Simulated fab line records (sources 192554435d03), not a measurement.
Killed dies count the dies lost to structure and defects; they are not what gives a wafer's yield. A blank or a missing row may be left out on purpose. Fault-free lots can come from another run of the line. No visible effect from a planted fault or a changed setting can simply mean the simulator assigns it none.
Matching of chambers ; flow n5-finfet ; N5_BEOL_M2_ETCH_69 on rie-diel-03 has 4 sister chambers
The step etches SiARC in CF4, target depth 15.6 nm, time 26 s. 4 wafers are shown with their chamber, then 9 later ones without.

## EACH WAFER AND ITS CHAMBER
wafer;chamber;drypump-motor-current-A (A)
L089.3;3;5.7
L092.1;2;5.9
L092.2;0;5.5
L092.6;1;6.8

## WAFERS WHOSE CHAMBER IS MISSING
wafer;drypump-motor-current-A (A)
L094.1;5.9
L094.5;5.6
L094.6;5.9
L095.2;5.9
L095.3;5.6
L095.5;5.6
L097.2;5.6
L097.3;6.7
L097.6;5.5

## CHAMBER TAKEN BY EACH
wafer;from the rows above;in truth
L094.1;2;2
L094.5;can't be placed: 0 or 3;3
L094.6;2;2
L095.2;2;2
L095.3;can't be placed: 0 or 3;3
L095.5;can't be placed: 0 or 3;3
L097.2;can't be placed: 0 or 3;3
L097.3;1;1
L097.6;0;0
Placed correctly: 5 of 9. Cannot be placed on the basis of these rows: 4; the candidates contain the true chamber in 4. Wrongly placed: 0.
How it was worked out, from the rows above alone: a wafer's distance from a chamber is the root of the sum, over the readings, of the square of ((its reading less the chamber's mean) divided by the reading's scatter). If the next closest chamber is less than 2 further off than the closest, the wafer can't be placed; otherwise it belongs to the closest. Each chamber's mean is taken over the wafers shown for it. The scatter: with one shown wafer a chamber, the root of the mean of the squares of how far each hidden wafer lies from its nearest shown one.
